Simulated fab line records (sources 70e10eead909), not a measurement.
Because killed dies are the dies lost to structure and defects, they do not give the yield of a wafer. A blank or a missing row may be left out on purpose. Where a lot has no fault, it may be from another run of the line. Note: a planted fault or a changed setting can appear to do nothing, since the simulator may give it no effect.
What tool caused it? | flow nand-harc | 6 lots with 17 wafers sampled at 5 steps, on a route of 1302 steps

## WHAT THE GAUGES SHOWED, per wafer
NHARC_A_SGD_CUT_THK_MEAS_22: measures by ellipsometry.
lot  | measured     | on            | thk-nm (nm)
L859 | day 20 00:06 | film-metro-02 | 148.9 146.2 147.3
L864 | day 21 16:31 | film-metro-02 | 150.3 147.0 145.2
L869 | day 24 01:49 | film-metro-02 | 148.4 132.4 133.9
L870 | day 24 11:59 | film-metro-02 | 135.5 130.3
L876 | day 27 06:40 | film-metro-01 | 148.9 148.3 148.8
L879 | day 28 02:11 | film-metro-02 | 148.8 148.3 147.5

## WHICH TOOL RAN EACH LOT (tool, then ch and the chambers of the sampled wafers, then the start)
lot  | NHARC_A_STAIRCASE_DEP_471       | NHARC_A_SGD_CUT_DEP_00        | NHARC_A_SGD_CUT_DESCUM_14          | NHARC_A_SGD_CUT_DEP_20
L859 | pecvd-01 ch 0,1, day 19 16:15   | pecvd-01 ch 1,2, day 19 16:56 | rie-diel-10 ch 1,2, day 19 17:41   | fcvd-01 ch 0,1, day 19 18:48
L864 | pecvd-03 ch 1,2, day 21 05:06   | pecvd-02 ch 1,2, day 21 05:52 | rie-diel-05 ch 0,1, day 21 06:40   | fcvd-02 ch 0,1, day 21 07:49
L869 | pecvd-01 ch 1,2, day 23 17:11   | pecvd-01 ch 0,1, day 23 17:54 | rie-diel-05 ch 2,3, day 23 18:45   | fcvd-02 ch 0,1, day 23 19:52
L870 | pecvd-01 ch 1,2, day 24 04:28   | pecvd-01 ch 0,1, day 24 05:11 | rie-diel-10 ch 2,3, day 24 06:01   | fcvd-02 ch 0,1, day 24 07:11
L876 | pecvd-03 ch 0,1,2, day 26 23:03 | pecvd-01 ch 0,1, day 26 23:44 | rie-diel-05 ch 1,2,3, day 27 00:40 | fcvd-01 ch 0,1, day 27 01:47
L879 | pecvd-01 ch 0,1, day 27 18:26   | pecvd-02 ch 0,2, day 27 19:07 | rie-diel-10 ch 0,1,3, day 27 20:03 | fcvd-02 ch 0,1, day 27 21:11
- NHARC_A_STAIRCASE_DEP_471: deposits SiO2, target thk 100 nm.
- NHARC_A_SGD_CUT_DEP_00: deposits SiNx, target thk 50 nm.
- NHARC_A_SGD_CUT_DESCUM_14: chemistry O2, time 3 s.
- NHARC_A_SGD_CUT_DEP_20: deposits SiO2, target thk 150 nm.

## THE ANSWER, worked out from the rows above alone
Rule: usual is defined by the lots themselves. Put in order of their means at a reading, lots are off if they are a third of the lots or fewer, leave a main group of 4 or more, and stand apart from it by a gap of 3 or more times the standard deviation of the main group's means; of several such gaps the widest counts. Not used: any main group whose means are identical at the precision the tables above print for the reading. A lot without any number at a reading at which 4 lots or more have one is off too. All remaining lots with rows at the step are treated as sound.
Off at NHARC_A_SGD_CUT_THK_MEAS_22 (thk-nm): L869, L870. For the main group the mean is 148.0 nm and the standard deviation 0.5.
A tool fits if, at a process step before that reading, it ran every lot that is off, and no sound lot after the first of them. Those tools and the gauges at NHARC_A_SGD_CUT_THK_MEAS_22 are tried in the same way. Not one of the candidates tried fits.

## WHAT THE SIMULATOR HAD INSERTED
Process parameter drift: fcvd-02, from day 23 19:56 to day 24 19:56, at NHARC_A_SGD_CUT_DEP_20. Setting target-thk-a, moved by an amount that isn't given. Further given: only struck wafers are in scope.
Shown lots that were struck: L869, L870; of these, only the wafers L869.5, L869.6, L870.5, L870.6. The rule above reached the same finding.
